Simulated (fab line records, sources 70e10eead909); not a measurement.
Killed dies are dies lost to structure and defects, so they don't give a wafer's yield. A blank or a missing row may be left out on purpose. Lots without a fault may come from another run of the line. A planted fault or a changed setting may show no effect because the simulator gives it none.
fab line records | flow nand_harc
record lots=11 wafers=32 last_day=33
route steps=1302 shown A_CHANNEL_FILL_D2@629 A_STAIRCASE@650
lots that met no fault: from a run of the same line without faults
start_h: hours from the record's first day to the start of the lot's first wafer shown | wait_h: hours since the lot's step before | " the same as in the row above | L1.1+2: a row that stands for several wafers | - no value, or no start given | * or withheld: withheld | < > ~ a bound
route shown NAME@n: a module of which the file shows steps, and the number in the route of the first | usual: mean/standard deviation of fault-free wafers | same: alike in all rows | chamber/n: place in a boat | sites: the reading at each site | _std_site: their standard deviation | _edge_site: outer sites' mean less inner sites' | radius_mm: how far each site lies from the wafer's centre | mask NAME#n: copy n | behind: the tool/chamber that last shaped the wafer | hold: why the lot was held/for how many hours/how that ended | device: the transistor (n, p or np) that didn't switch | end of line: the same wafers' tests at the end of the route | a step without rows: its recipe alone | killed: dies lost to structure and defects at the first sort, not the wafer's yield | map: a wafer's dies, x killed, . not, _ none there
set.NAME: the setting as run; set.NAME@STEP: as run at that earlier step | model.NAME: the simulator's own value behind a step, which no gauge read
steps of the route over a sample of lots; a table a step, a row a wafer
services: from which hour (start_h, from the record's first day; less than 0 if before it) a tool's chamber was out of use, for how many hours, and why
## steps
# step NHARC_A_CHANNEL_FILL_D2_STRIP_29
# recipe time_s=20 o2_flow_sccm=500 ar_flow_sccm=0 bias_w=0 chemistry=O2
# usual chamber_pressure_mTorr=60.00/0.059 drypump_motor_current_A=5.6/0.38 mfc_ar_sccm=0.010/0.01 oes_product_au=1.002/0.012 rf_vpp_V=57.5/0.94 showerhead_plenum_p_Torr=3.44/0.13 throttle_valve_pct=17.035/0.009
# same bias_w=0
# columns lot.wafer tool chamber start_h wait_h chamber_pressure_mTorr drypump_motor_current_A mfc_ar_sccm oes_product_au rf_hours_counter_h rf_vpp_V showerhead_plenum_p_Torr throttle_valve_pct
L918.2 rie_diel-03 0 - - 59.94 6.2 0.006 0.994 1.7 55.7 3.40 17.044
L918.1 " 1 " " 60.07 5.3 0 1.014 1.7 57.2 3.30 17.048
L918.5 " 2 " " 60.00 5.0 0.027 1.014 - 58.4 3.33 17.036
L919.2 rie_diel-02 1 - - 59.97 6.1 0.007 0.998 5.1 55.9 3.32 17.034
L919.3 " 2 " " 60.10 5.4 0 0.996 5.2 57.7 3.42 17.039
L919.6 " 0 " " 59.93 5.5 0.022 1.008 - 57.7 3.66 17.029
L920.1 rie_diel-03 0 - - 60.01 6.2 0.006 0.997 1.8 57.5 3.40 17.060
L920.3 " 1 " " 59.93 5.3 0 1.006 1.8 57.7 3.30 17.039
L920.5 " 2 " " 60.04 5.0 0.027 1.011 - 57.1 3.33 17.033
L921.2 rie_diel-03 0 - - 60.01 6.2 0.006 0.984 1.9 57.6 3.41 17.040
L921.5 " 0 " " 60.08 6.2 0.006 0.994 - 56.3 3.40 17.042
L921.6 " 1 " " 59.94 5.3 0 1.014 - 56.4 3.30 17.043
L923.4 rie_diel-02 3 419.37 0.2 60.05 5.6 0.007 0.989 - 57.2 3.57 17.031
L923.3 " 1 " " 60.01 6.1 0.007 0.976 - 57.0 3.32 17.051
L923.6 " 3 " " 59.95 5.6 0.007 0.996 - 57.3 3.57 17.027
L925.4 rie_diel-02 2 - - 60.06 5.4 0 1.015 0.1 56.8 3.42 17.038
L925.2 " 1 " " 59.98 6.1 0.007 0.990 0.8 57.7 3.32 17.031
L925.6 " 2 " " 59.96 5.4 0 1.012 - 56.5 3.42 17.021
L926.3 rie_diel-03 3 - - 59.95 5.7 0 1.005 3.3 58.5 3.40 17.036
L926.2 " 0 " " 60.13 6.2 0.006 1.000 4.0 56.4 3.40 17.035
L926.5 " 3 " " 60.03 5.7 0 1.009 - 57.0 3.40 17.027
L934.3 rie_diel-02 3 - - 60.00 5.5 0.007 1.011 3.1 58.8 3.57 17.037
L934.1 " 1 " " 60.03 6.1 0.007 0.980 3.3 59.0 3.32 17.026
L936.4 rie_diel-03 3 - - 59.89 5.7 0 1.018 2.1 56.4 3.40 17.037
L936.2 " 0 " " 59.92 6.2 0.006 0.994 2.2 58.1 3.40 17.029
L936.1 " 1 " " 60.12 5.2 0 1.008 2.1 56.4 3.30 17.041
L937.3 rie_diel-02 1 541.11 0.2 60.06 6.1 0.007 0.983 3.6 56.7 3.32 17.023
L937.2 " 3 " " 60.02 5.6 0.007 1.008 3.4 57.7 3.57 17.043
L937.6 " 0 " " 59.99 5.5 0.022 1.008 - 58.9 3.65 17.027
L939.2 rie_diel-03 3 - - 60.06 5.7 0 1.013 2.7 58.3 3.40 17.032
L939.3 " 0 " " 60.00 6.2 0.006 0.985 2.7 55.3 3.40 17.035
L939.6 " 3 " " 59.93 5.7 0 1.010 - 57.8 3.40 17.035
# step NHARC_A_STAIRCASE_DESCUM_168
# recipe time_s=3 o2_flow_sccm=200 ar_flow_sccm=0 bias_power_w=0 chemistry=O2
# usual chamber_pressure_mTorr=60.00/0.054 drypump_motor_current_A=5.8/0.33 mfc_ar_sccm=0.004/0.0058 oes_product_au=1.004/0.011 rf_vpp_V=57.8/0.92 showerhead_plenum_p_Torr=1.92/0.11 throttle_valve_pct=11.311/0.0091
# same bias_power_w=0
# columns lot.wafer tool chamber start_h wait_h chamber_pressure_mTorr drypump_motor_current_A mfc_ar_sccm oes_product_au rf_hours_counter_h rf_vpp_V showerhead_plenum_p_Torr throttle_valve_pct
L918.1 rie_diel-12 3 372.51 - 59.95 5.8 0 1.014 39 57.9 1.77 11.305
L918.2 " 1 " " 59.89 5.7 0.002 0.988 45 57.0 1.98 11.299
L918.5 " 3 " " 60.05 5.8 0 1.011 - 57.0 1.77 11.305
L919.2 rie_diel-12 0 376.91 - 59.99 5.9 0.006 0.991 38 58.2 2.06 11.323
L919.3 " 2 " " 59.97 6.2 0 1.004 48 58.1 1.83 11.321
L919.6 " 3 " " 59.98 5.8 0 1.007 - 57.6 1.77 11.312
L920.1 rie_diel-06 0 388.77 - 60.11 5.5 0 1.004 28 57.5 1.84 11.317
L920.3 " 1 " " 60.12 5.7 0 1.001 15 57.6 1.91 11.302
L920.5 " 3 " " 59.95 5.9 0.015 1.010 - 56.9 1.85 11.311
L921.2 rie_diel-06 0 399.93 - 60.00 5.6 0 1.000 30 58.2 1.84 11.330
L921.5 " 0 " " 60.05 5.6 0 1.003 - 57.9 1.84 11.318
L921.6 " 1 " " 60.02 5.7 0 1.009 - 58.1 1.91 11.314
L923.4 rie_diel-12 1 426.53 - 60.09 5.8 0.002 0.975 62 58.1 1.98 11.314
L923.3 " 0 " " 60.02 5.9 0.006 0.984 56 57.0 2.06 11.317
L923.6 " 2 " " 60.01 6.2 0 0.991 - 56.3 1.83 11.309
L925.4 rie_diel-01 1 450.50 - 60.11 6.3 0 1.015 21 57.2 1.80 11.311
L925.2 " 2 " " 60.06 5.7 0.017 1.021 18 57.2 1.77 11.307
L925.6 " 2 " " 60.06 5.7 0.017 1.009 - 57.4 1.77 11.317
L926.2 rie_diel-12 1 454.81 - 59.84 5.8 0.002 0.982 0 59.5 1.98 11.319
L926.3 " 3 " " 60.01 5.8 0 1.017 0 57.7 2.08 11.319
L926.5 " 1 " " 59.98 5.8 0.002 0.988 - 57.8 1.98 11.315
L934.3 rie_diel-12 2 529.15 - 60.04 6.2 0 1.013 27 58.3 1.82 11.315
L934.1 " 0 " " 59.97 5.9 0.006 0.997 25 57.6 2.05 11.317
L936.4 rie_diel-12 0 541.09 - 60.02 5.9 0.006 0.989 31 59.0 2.05 11.310
L936.2 " 1 " " 60.04 5.8 0.002 0.992 30 57.3 1.97 11.308
L936.1 " 2 " " 59.95 6.2 0 1.004 33 56.7 1.82 11.322
L937.3 rie_diel-12 1 548.43 - 60.01 5.8 0.002 0.980 33 56.8 1.97 11.308
L937.2 " 0 " " 60.03 5.9 0.006 0.992 33 58.3 2.05 11.310
L937.6 " 2 " " 59.96 6.3 0 1.010 - 57.4 1.82 11.308
L939.2 rie_diel-06 1 571.61 - 60.11 5.7 0 0.999 30 57.2 1.89 11.327
L939.3 " 3 " " 60.02 5.9 0.015 0.988 20 58.5 1.83 11.336
L939.6 " 1 " " 59.95 5.7 0 0.992 - 58.4 1.89 11.328
# step NHARC_A_STAIRCASE_ETCH_169
# recipe target_depth_a=500 time_s=107.1 ion_energy_ev=120 ch3f_flow_sccm=50 o2_flow_sccm=30 ar_flow_sccm=200 rf_w=500 bias_w=100 chemistry=CH3F/O2
# usual bias_w=100.0/0.33 chamber_pressure_mTorr=25.002/0.025 drypump_motor_current_A=5.8/0.34 mfc_ar_sccm=200.1/0.59 oes_product_au=0.966/0.017 rf_vpp_V=244.5/2 run_length_s=128.4/0.44 showerhead_plenum_p_Torr=2.47/0.13 throttle_valve_pct=20.663/0.0088
# columns lot.wafer tool chamber start_h wait_h bias_w chamber_pressure_mTorr drypump_motor_current_A mfc_ar_sccm oes_product_au rf_hours_counter_h rf_vpp_V run_length_s showerhead_plenum_p_Torr throttle_valve_pct
L918.2 rie_diel-12 3 372.62 0.1 99.8 25.031 5.8 200.8 0.970 39 240.4 128.3 2.28 20.650
L918.1 " 0 " " 100.5 25.006 5.9 201.1 0.957 37 246.3 128.5 2.64 20.666
L918.5 " 2 " " 100.4 25.063 6.2 199.7 0.996 - 244.7 128.5 2.36 20.652
L919.3 rie_diel-12 1 377.01 0.1 100.4 25.012 5.7 199.1 0.928 46 245.5 128.5 2.55 20.665
L919.2 " 3 " " 99.8 24.983 5.8 200.7 0.942 40 241.5 128.4 2.28 20.663
L919.6 " 0 " " 100.1 25.044 5.9 200.5 0.919 - 246.9 128.8 2.64 20.659
L920.1 rie_diel-06 2 388.84 0.1 100.4 24.946 5.0 200.4 0.981 25 246.6 128.3 2.62 20.672
L920.3 " 3 " " 100.7 25.027 5.9 199.9 0.983 24 242.6 127.4 2.38 20.666
L920.5 " 3 " " 99.8 24.967 5.9 200.3 0.964 - 243.4 127.7 2.38 20.651
L921.2 rie_diel-06 0 400.03 0.1 99.9 25.000 5.6 200.2 0.960 30 244.2 128.0 2.37 20.667
L921.5 " 2 " " 99.7 24.981 5.0 199.6 0.980 - 246.6 128.3 2.62 20.659
L921.6 " 3 " " 99.5 24.989 5.9 200.1 0.976 - 242.1 127.4 2.38 20.661
L923.3 rie_diel-12 0 426.61 0.1 100.1 24.998 5.9 199.4 0.960 56 246.7 128.8 2.64 20.649
L923.4 " 1 " " 99.7 25.018 5.8 200.3 0.947 62 246.0 128.6 2.54 20.664
L923.6 " 1 " " 99.8 24.976 5.8 199.3 0.956 - 245.5 128.7 2.54 20.661
L925.2 rie_diel-01 1 450.58 0.1 100.1 24.978 6.4 200.2 0.971 21 240.8 128.3 2.32 20.662
L925.4 " 3 " " 99.6 25.025 5.8 201.4 0.979 21 245.6 127.5 2.63 20.665
L925.6 " 2 " " 100.3 24.990 5.7 200.6 0.973 - 240.5 128.0 2.28 20.659
L926.2 rie_diel-12 0 454.90 0.1 99.6 24.968 5.9 200.9 0.928 0 247.6 128.5 2.64 20.663
L926.3 " 2 " " 99.9 24.978 6.2 200.9 0.975 0 242.4 128.7 2.35 20.680
L926.5 " 3 " " 99.9 24.989 5.8 200.0 0.970 - 246.0 128.0 2.66 20.654
L934.1 rie_diel-12 3 529.34 0.2 100.1 25.013 5.8 199.7 0.978 26 245.5 128.5 2.65 20.667
L934.3 " 2 " " - 24.987 6.2 199.5 0.950 28 243.2 124.7 2.34 20.653
L936.1 rie_diel-12 3 541.17 0.1 99.9 24.977 5.8 199.5 0.981 27 247.6 128.1 2.65 20.659
L936.4 " 1 " " - 25.023 5.8 200.6 0.968 30 246.9 124.7 2.53 20.671
L936.2 " 2 " " 99.7 25.018 6.2 199.3 0.994 33 242.5 128.7 2.34 20.667
L937.3 rie_diel-12 2 548.52 0.1 - 25.001 6.2 200.0 0.972 35 243.6 125.2 2.34 20.660
L937.2 " 0 " " 100.6 24.994 5.9 201.0 0.970 33 246.2 128.7 2.62 20.668
L937.6 " 1 " " 99.7 25.023 5.8 200.5 0.951 - 244.6 128.7 2.52 20.674
L939.2 rie_diel-06 1 571.71 0.1 99.9 25.016 5.7 199.8 0.968 30 243.5 128.5 2.43 20.663
L939.3 " 3 " " 99.2 25.029 5.9 199.5 0.974 20 241.9 127.5 2.36 20.658
L939.6 " 1 " " 99.5 24.993 5.7 200.4 0.951 - 243.6 128.7 2.44 20.683
# step NHARC_A_STAIRCASE_STRIP_171
# recipe power_w=1500 temp_c=250 chemistry=O2
# usual drypump_motor_current_A=5.27/0.3 heater_power_w=335/42
# columns lot.wafer tool chamber start_h wait_h drypump_motor_current_A heater_power_w rf_hours_counter_h
L918.1 plasma_asher-01 1 372.83 - 5.46 265 4
L918.2 " 0 " " 5.55 361 4
L918.5 " 0 " " 5.58 365 -
L919.2 plasma_asher-01 0 377.26 - 5.53 359 5
L919.3 " 1 " " 5.47 268 -
L919.6 " 1 " " 5.47 276 -
L920.1 plasma_asher-02 1 389.12 - 4.76 377 27
L920.3 " 1 " " 4.77 381 -
L920.5 " 1 " " 4.76 373 -
L921.2 plasma_asher-02 1 400.29 - 4.75 367 29
L921.5 " 0 " " 5.21 342 -
L921.6 " 1 " " 4.77 370 -
L923.4 plasma_asher-01 0 426.94 - 5.53 362 -
L923.3 " 1 " " 5.44 264 -
L923.6 " 1 " " 5.44 271 -
L925.2 plasma_asher-02 1 450.86 - 4.77 373 2
L925.4 " 1 " " 4.77 384 -
L925.6 " 0 " " 5.19 358 -
L926.2 plasma_asher-01 1 455.13 - 5.46 260 22
L926.3 " 1 " " 5.45 273 -
L926.5 " 1 " " 5.44 271 -
L934.1 plasma_asher-01 0 529.89 - 5.53 358 0
L934.3 " 0 " " 5.49 360 -
L936.1 plasma_asher-01 0 541.40 - 5.54 354 4
L936.2 " 1 " " 5.45 265 4
L936.4 " 1 " " 5.45 266 -
L937.2 plasma_asher-02 0 548.80 - 5.22 349 23
L937.3 " 0 " " 5.19 347 -
L937.6 " 1 " " 4.78 359 -
L939.2 plasma_asher-02 0 571.98 - 5.24 350 27
L939.3 " 1 " " 4.77 374 -
L939.6 " 1 " " 4.76 379 -
## services
# columns tool chamber start_h hours kind
plasma_asher-01 - 343.56 9.0 pm
rie_diel-06 1 354.02 13.4 repair
rie_diel-06 3 365.97 9.2 repair
rie_diel-01 3 377.64 4.2 repair
rie_diel-01 - 381.57 9.0 pm
rie_diel-02 - 393.70 9.0 pm
rie_diel-01 0 401.71 7.1 repair
rie_diel-02 0 410.35 13.4 repair
rie_diel-03 1 412.79 3.3 repair
plasma_asher-02 - 426.43 9.0 pm
plasma_asher-02 - 440.62 3.0 repair
rie_diel-06 - 441.74 0.7 repair
rie_diel-12 - 445.49 9.0 pm
rie_diel-03 - 458.30 9.0 pm
rie_diel-12 1 466.41 5.9 repair
rie_diel-06 - 484.22 9.0 pm
rie_diel-06 3 496.22 11.6 repair
plasma_asher-01 - 520.56 9.0 pm
plasma_asher-02 - 524.66 5.6 repair
rie_diel-02 2 536.49 5.5 repair
plasma_asher-02 - 541.46 3.6 repair
rie_diel-02 3 553.18 4.2 repair
rie_diel-06 3 554.15 5.6 repair
rie_diel-02 - 570.70 9.0 pm
## key
first_sign step=NHARC_A_STAIRCASE_ETCH_169 reading=run_length_s direction=down sigmas=7.9 usual=* struck=*
effect none on later readings
met_at NHARC_A_STAIRCASE_ETCH_169
struck_lots L934,L936,L937
struck_wafers L934.3,L936.4,L937.3
tester_left_out L934,L936,L937
not_acting_at NHARC_A_CHANNEL_FILL_D2_STRIP_29,NHARC_A_STAIRCASE_DESCUM_168,NHARC_A_STAIRCASE_STRIP_171
onset_between 454.90 529.34
fault kind=process_parameter_drift tool=rie_diel-12 chamber=- onset_h=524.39 steps=NHARC_A_STAIRCASE_ETCH_169 channel=time_s offset=* shape=step end_h=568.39 scope=struck_wafers_only acts_in=* stated=*
# tester_left_out: of these lots the tester's yield and bins aren't shown, on N5 and GAA mostly nor the transistor test; their killed dies are dies lost to structure and defects alone, not to doping, threshold or leakage, so they don't give the yield
